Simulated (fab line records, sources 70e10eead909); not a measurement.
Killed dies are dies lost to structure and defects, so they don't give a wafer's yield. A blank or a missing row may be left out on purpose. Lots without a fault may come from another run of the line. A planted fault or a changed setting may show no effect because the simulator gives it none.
Chamber matching | flow nand_harc | NHARC_P_M0_DEP_32 on pecvd-01: 3 sister chambers
The step deposits SiCN, target thk 30 nm. 6 wafers are shown with their chamber, then 10 later ones without.

WAFERS WITH THEIR CHAMBER
wafer  | chamber | showerhead_vpp_V (V) | heater_power_outer_w (W)
L083.4 | 1       | 1332                 | 241
L083.5 | 0       | 1243                 | 399
L084.5 | 2       | 1322                 | 411
L084.6 | 1       | 1355                 | 298
L086.1 | 0       | 1241                 | 389
L086.2 | 2       | 1311                 | 382

WAFERS WITHOUT THEIR CHAMBER
wafer  | showerhead_vpp_V (V) | heater_power_outer_w (W)
L086.5 | 1347                 | 376
L088.2 | 1350                 | 354
L088.5 | 1338                 | 291
L088.6 | 1225                 | 379
L090.1 | 1212                 | 369
L090.4 | 1221                 | 360
L090.5 | 1341                 | 371
L096.3 | 1374                 | 338
L096.5 | 1236                 | 326
L096.6 | 1349                 | 380

WHICH CHAMBER EACH WENT THROUGH
wafer  | from the rows above     | in truth
L086.5 | can't be placed: 2 or 1 | 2
L088.2 | can't be placed: 1 or 2 | 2
L088.5 | 1                       | 1
L088.6 | 0                       | 0
L090.1 | 0                       | 0
L090.4 | 0                       | 0
L090.5 | can't be placed: 2 or 1 | 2
L096.3 | 1                       | 1
L096.5 | 0                       | 0
L096.6 | can't be placed: 2 or 1 | 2
Placed correctly: 6 of 10. Can't be placed from these rows: 4 (the true chamber is among the candidates in 4). Placed wrongly: 0.
How it was worked out, from the rows above alone: a wafer's distance from a chamber is the root of the sum, over the readings, of the square of ((its reading less the chamber's mean) divided by the reading's scatter). The wafer belongs to the nearest chamber; if the next one is less than 2 further off, it can't be placed. A chamber's mean is the mean of its shown wafers. The scatter: the root of (the sum of the squares of (reading less its chamber's mean) over the shown wafers, divided by (wafers less chambers)).
